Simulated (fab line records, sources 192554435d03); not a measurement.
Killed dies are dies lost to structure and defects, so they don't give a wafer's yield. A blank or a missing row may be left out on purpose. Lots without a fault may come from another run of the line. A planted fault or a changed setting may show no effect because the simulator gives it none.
A struck lot beside a sound one | flow n5_finfet | 35 steps out of a route of 1938
Sound: wafers L520.1, L520.3, L520.6. Struck: wafers L516.1, L516.2, L516.3. The cause comes at the end.
At each step with rows: each side's tool, then ch and its chambers, then its first start. Under that, the readings that differ: sound wafers | struck wafers | difference of the means | sigmas: that difference in standard deviations of wafers without a fault.
alike: readings whose means differ by less than 2 such deviations, and words and numbers that are the same on both sides. not compared: withheld readings, readings that some wafer has no value for, bounds like >300 that may hide the same value, and numbers for which the record gives no deviation and whose values overlap.
The two part at a step that has a row with sigmas, a row that says differs or no value, or rows on one side only. Numbers that don't overlap but have no deviation are shown without sigmas and don't part them. A reading that every wafer of one side lacks parts them only if that side has two wafers or more.

first, 9 steps without rows for these wafers: N5_BEOL_M10_COAT_64 (time 60 s, resist thk 30 nm); N5_BEOL_M10_COAT_22 (resist thk 90 nm); N5_BEOL_M10_EBR_24; N5_BEOL_M10_SOFTBAKE_23 (time 60 s); N5_BEOL_M10_EXPOSE_25 (exposes mask V9); N5_BEOL_M10_PEB_26 (peb time 60 s); N5_BEOL_M10_DEVELOP_27 (develop time 30 s); N5_BEOL_M10_DESCUM_33 (chemistry O2, time 7.9 s); N5_BEOL_M10_ETCH_65 (etches SiARC in CF4, target depth 39 nm, time 65 s).
N5_BEOL_M10_ETCH_66: etches SOC in N2/H2, target depth 120 nm, overetch 24 nm, time 180 s.
  sound on rie_diel-03 ch 1,3, day 14 18:16; struck on rie_diel-06 ch 0,1,2, day 13 20:25
  alike: chamber_pressure_mTorr, drypump_motor_current_A, oes_product_au, rf_vpp_V, showerhead_plenum_p_Torr, throttle_valve_pct
  not compared: rf_hours_counter_h
then, 24 steps without rows for these wafers: N5_BEOL_M10_STRIP_69 (strips in N2/H2); N5_BEOL_M10_VIA_ETCH_34 (etches SiCOH lowk in C4F6/O2, target depth 184.5 nm, time 69.2 s); N5_BEOL_M10_STRIP_73 (strips in C4F6/O2); N5_BEOL_M10_STRIP_36 (strips in N2/H2); N5_BEOL_M10_TRENCH_ETCH_37 (etches SiCOH lowk in C4F6/O2, target depth 148.83 nm, time 48 s); N5_BEOL_M10_ETCH_41 (etches SiCN in CH3F/O2, target depth 42.6 nm, time 86 s); N5_BEOL_M10_STRIP_77 (strips in N2/H2, time 10 s); N5_BEOL_M10_HM_STRIP_39 (strips TiN in peroxide tin strip, target depth 25 nm, time 158 s); N5_BEOL_M10_SRD_40 (time 30 s); N5_BEOL_M10_PRECLEAN_42 (cleans in residue remover, time 60 s); N5_BEOL_M10_SRD_43 (time 30 s); N5_BEOL_M10_CURE_72 (cures SiCOH lowk, time 120 s); N5_BEOL_M10_DEGAS_44 (time 60 s); N5_BEOL_M10_PRE_CLEAN_45 (time 30 s); N5_BEOL_M10_ALD_74 (deposits TaN, target thk 2 nm, pulse time 2 s, purge time 3 s); N5_BEOL_M10_SURFACE_TREAT_76; N5_BEOL_M10_CVD_75 (deposits Co from CCTBA/H2, target thk 2 nm, time 138.9 s); N5_BEOL_M10_SPUTTER_48 (material Cu, target thk 12 nm, time 2 s); N5_BEOL_M10_ECD_50 (material Cu, target thk 318 nm); N5_BEOL_M10_ANNEAL_51 (time 90 s); N5_BEOL_M10_CMP_52 (polishes, stops on SiCOH lowk, t overpolish 7 s, target thk 140 nm); N5_BEOL_M10_PRE_CLEAN_55 (time 15 s); N5_BEOL_M10_DEP_56 (deposits SiCN from 3MS/NH3, target thk 15 nm, time 26.5 s); N5_BEOL_M11_ILD_DEP_00 (deposits SiCOH lowk from DEMS/porogen, target thk 308.51 nm, time 58 s).
-- the record jumps here: 2 days lie between the struck wafers' starts before and after (it left off in module BEOL_M11 and takes up again in module PASSIVATION, whose first step shown is number 1936 of the route) --
N5_PASSIVATION_PROBE_49:
  the record has rows for the struck wafers here (prober-02, day 15 23:14) and none for the sound ones

WHERE THEY PART
Only at N5_PASSIVATION_PROBE_49, within this record.

WHY: what the simulator had put in
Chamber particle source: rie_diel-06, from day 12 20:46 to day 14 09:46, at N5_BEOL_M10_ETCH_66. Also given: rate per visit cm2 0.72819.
